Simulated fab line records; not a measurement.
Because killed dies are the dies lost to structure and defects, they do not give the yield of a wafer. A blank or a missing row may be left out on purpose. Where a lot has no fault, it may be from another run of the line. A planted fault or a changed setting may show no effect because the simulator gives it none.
fab line records    flow n5-finfet
record lots=4  wafers=12  last-day=17
route steps=1938 shown BEOL_M15@1786
lots that met no fault: taken from a fault-free run of the same line
start-h: hours from the record's first day to the start of the lot's first wafer shown    wait-h: how many hours have passed since the lot's step before this one    " as in the row above    L1.1+2: a row that stands for several wafers    - no value, or no start was given    * or withheld: withheld    < > ~ a bound
route shown NAME@n: a module of which the file shows steps, and the number in the route of the first    usual: the fault-free wafers' mean and standard deviation    same: alike in all rows    chamber/n: place in a boat    sites: readings site by site    _std_site: standard deviation of those values    _edge_site: mean of outer sites minus mean of inner sites    radius-mm: for every site, how far away it sits from the centre of the wafer    mask NAME#n: copy n    behind: tool/chamber where the wafer was last shaped    hold: the reason the lot was held/the length of the hold in hours/how it ended    device: whichever transistor did not switch (one of n, p or np)    end of line: tests run on the same wafers once the route is complete    a step without rows: its recipe alone    killed: count of dies lost to structure and defects at first sort (not the wafer's yield)    map: dies across one wafer; x = killed, . = not, _ = none there
set.NAME: the setting the step ran with; set.NAME@STEP: the setting that earlier step ran with    model.NAME: the simulator's own value behind a step, which no gauge read
lots seen at some steps along the route; tables by step, rows by wafer
services: a tool's chamber out of use, with start hour (start-h, from the record's first day; less than 0 if before it), hours out, and reason
## steps
# step N5_BEOL_M15_DESCUM_15
# recipe chemistry=O2  time-s=7.9  source-power-w=50  bias-power-w=20  pressure-mtorr=20  rf-frequency-hz=2.712e+07  temp-c=40  o2-flow-sccm=225
# step N5_BEOL_M15_ETCH_59
# recipe chemistry=N2/H2  target=BARC  target-depth-a=890  overetch-a=267  time-s=67.9  ion-energy-ev=200  pressure-mtorr=30  source-w=840  bias-w=150  n2-flow-sccm=200  h2-flow-sccm=200
# step N5_BEOL_M15_VIA_ETCH_16
# recipe chemistry=C4F8/O2/Ar  target=SiO2  he-inner-torr=15  he-outer-torr=30  target-depth-a=17922  time-s=withheld  ion-energy-ev=800  pressure-mtorr=20  source-w=1905  bias-w=2040  Ar_flow_sccm=400  C4F8_flow_sccm=16  O2_flow_sccm=12  ends=cleared
# step N5_BEOL_M15_STRIP_63
# recipe chemistry=O2  power-w=600  temp-c=60  pressure-mtorr=30  rf-frequency-hz=6e+07  bias-power-w=0  overash-fraction=0.3  o2-flow-sccm=225
# step N5_BEOL_M15_STRIP_64
# recipe chemistry=O2  power-w=600  temp-c=60  pressure-mtorr=30  rf-frequency-hz=6e+07  bias-power-w=0  overash-fraction=0.3  o2-flow-sccm=225
# step N5_BEOL_M15_STRIP_65
# recipe chemistry=post-etch-residue-remover  time-s=60  temp-c=25  remover-ph=withheld  remover-water-wt-pct=withheld  remover-fluoride-wt-pct=withheld
# step N5_BEOL_M15_SRD_66
# recipe time-s=30  temp-c=23  rinse-liquid=diw  dry=n2-spin  spin-rpm=1500  dry-time-s=30
# step N5_BEOL_M15_COAT_56
# recipe resist=SOC  temp-c=250  time-s=60  spin-rpm=1500  resist-thk-nm=550
# step N5_BEOL_M15_ETCH_57
# recipe chemistry=N2/H2  target=SOC  source-w=3000  bias-w=350  time-s=750  ion-energy-ev=200  pressure-mtorr=30  n2-flow-sccm=200  h2-flow-sccm=200
# step N5_BEOL_M15_COAT_60
# recipe resist=BARC  temp-c=205  time-s=60  spin-rpm=1500  resist-thk-nm=89
# usual heater-power-total-W=391.7/1.3  spin-speed-rpm=1499.8/1.1
# same time-s=60
lot.wafer  tool            chamber  start-h  wait-h  heater-power-total-W  spin-speed-rpm  model.BARC_of_BEOL_M15_COAT_60.thk-nm
L928.1     litho-track-04  0        279.87   0.3     391.5                 1500.4          88.8
L928.4     "               0        "        "       392.2                 1500.0          89
L928.5     "               0        "        "       390.5                 1499.6          88.8
L934.1     litho-track-04  0        327.01   0.3     391.5                 1212.7          99.2
L934.2     "               0        "        "       393.7                 1210.2          99.4
L934.5     "               0        "        "       392.7                 1213.0          99.2
L935.1     litho-track-04  0        341.41   0.3     391.1                 1211.5          99
L935.3     "               0        "        "       389.7                 1212.0          99.2
L935.6     "               0        "        "       389.9                 1213.4          98.8
L945.1     litho-track-03  0        383.82   0.3     390.1                 1500.7          89.2
L945.3     "               0        "        "       390.3                 1501.3          89.2
L945.4     "               0        "        "       393.7                 1500.5          89
# step N5_BEOL_M15_COAT_22
# recipe spin-rpm=1704  resist-thk-nm=800
# step N5_BEOL_M15_EBR_24
# recipe solvent=PGMEA  ebr-width-mm=1.5
# step N5_BEOL_M15_SOFTBAKE_23
# recipe temp-c=130  time-s=60
# step N5_BEOL_M15_EXPOSE_25
# recipe mask-id=M15  na=0.8  source-shape=annular  sigma-inner=0.5  sigma-outer=0.8  polarization=unpolarized  target-cd-nm=400  dose-mj=35.5
# step N5_BEOL_M15_PEB_26
# recipe peb-temp-c=130  peb-time-s=90
# step N5_BEOL_M15_DEVELOP_27
# recipe develop-time-s=45  rinse-liquid=diw  dry=air-spin  dev-temp-c=21
# step N5_BEOL_M15_HARDBAKE_32
# recipe temp-c=130  time-s=120
# step N5_BEOL_M15_DESCUM_33
# recipe chemistry=O2  time-s=7.9  source-power-w=50  bias-power-w=20  pressure-mtorr=20  rf-frequency-hz=2.712e+07  temp-c=40  o2-flow-sccm=225
# step N5_BEOL_M15_ETCH_61
# recipe chemistry=N2/H2  target=BARC  target-depth-a=890  overetch-a=267  time-s=67.9  ion-energy-ev=200  pressure-mtorr=30  source-w=840  bias-w=150  n2-flow-sccm=200  h2-flow-sccm=200
# usual drypump-motor-current-A=5.85/0.26  oes-product-au=0.69/0.072  rf-vpp-V=523.8/2.4  showerhead-plenum-p-Torr=2.54/0.079  throttle-valve-pct=17.90/0.29
# same time-s=67.9
lot.wafer  tool         chamber  start-h  wait-h  drypump-motor-current-A  oes-product-au  rf-hours-counter-h  rf-vpp-V  showerhead-plenum-p-Torr  throttle-valve-pct  model.etch.depth-nm
L928.1     rie-diel-02  1        282.44   0.0     5.91                     0.59            243                 525.0     2.49                      18.23               88.81
L928.4     "            2        "        "       5.35                     0.65            176                 520.8     2.44                      17.81               88.9
L928.5     "            0        "        "       6.10                     0.63            -                   521.7     2.52                      18.18               88.88
L934.1     rie-diel-06  0        327.41   0.0     5.86                     0.80            26                  525.0     2.59                      17.80               99.26
L934.2     "            1        "        "       5.97                     0.80            32                  523.7     2.59                      17.53               99.4
L934.5     "            2        "        "       5.77                     0.63            -                   527.0     2.62                      18.15               99.25
L935.1     rie-diel-02  1        342.12   0.0     5.92                     0.84            6                   522.3     2.49                      17.80               99.09
L935.3     "            2        "        "       5.33                     0.66            202                 520.6     2.43                      17.87               99.2
L935.6     "            2        "        "       5.33                     0.67            -                   520.2     2.43                      17.87               98.77
L945.1     rie-diel-04  0        384.34   0.0     5.86                     0.62            206                 526.8     2.63                      18.35               89.18
L945.3     "            1        "        "       6.26                     0.72            75                  528.9     2.68                      18.03               89.14
L945.4     "            3        "        "       5.47                     0.82            8                   522.0     2.50                      17.87               89.08
# step N5_BEOL_M15_TRENCH_ETCH_34
# recipe chemistry=C4F8/O2/Ar  target=SiO2  target-depth-a=8729.3  he-inner-torr=15  he-outer-torr=30  time-s=199  ion-energy-ev=800  pressure-mtorr=20  source-w=1905  bias-w=2040  Ar_flow_sccm=400  C4F8_flow_sccm=16  O2_flow_sccm=12
## services
tool         chamber  start-h  hours  kind
rie-diel-04  3        256.08   4.6    repair
rie-diel-04  -        270.47   28.1   pm
rie-diel-02  3        286.50   12.4   repair
rie-diel-02  1        298.96   -      clean
rie-diel-02  1        298.96   -      consumable-replace:focus-ring
rie-diel-02  1        298.96   24.0   scheduled-down
rie-diel-02  1        298.96   24.0   vent-cycle
rie-diel-04  2        300.05   8.2    repair
rie-diel-06  2        315.03   5.0    repair
rie-diel-04  2        334.34   3.7    repair
rie-diel-04  3        338.15   -      clean
rie-diel-04  3        338.15   -      consumable-replace:focus-ring
rie-diel-04  3        338.15   16.6   scheduled-down
rie-diel-04  3        338.15   16.6   vent-cycle
rie-diel-06  2        364.29   10.0   repair
rie-diel-06  -        368.95   1.7    repair
## key
first-sign step=N5_BEOL_M15_COAT_60  reading=spin-speed-rpm  direction=down  sigmas=99+  usual=*  struck=*
effect none on later readings
model-effect step=N5_BEOL_M15_COAT_60  value=BARC_of_BEOL_M15_COAT_60.thk-nm  without=89.13  struck=99.13
model-effect step=N5_BEOL_M15_ETCH_61  value=etch.depth-nm  without=89.14  struck=99.16
met-at N5_BEOL_M15_COAT_60
struck-wafers L934.1,L934.2,L934.5,L935.1,L935.3,L935.6
onset-between 279.87 327.01
fault kind=process-parameter-drift  tool=litho-track-04  chamber=-  onset-h=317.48  steps=N5_BEOL_M15_COAT_60  channel=spin-rpm  offset=*  shape=step  end-h=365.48  acts-in=*  stated=*
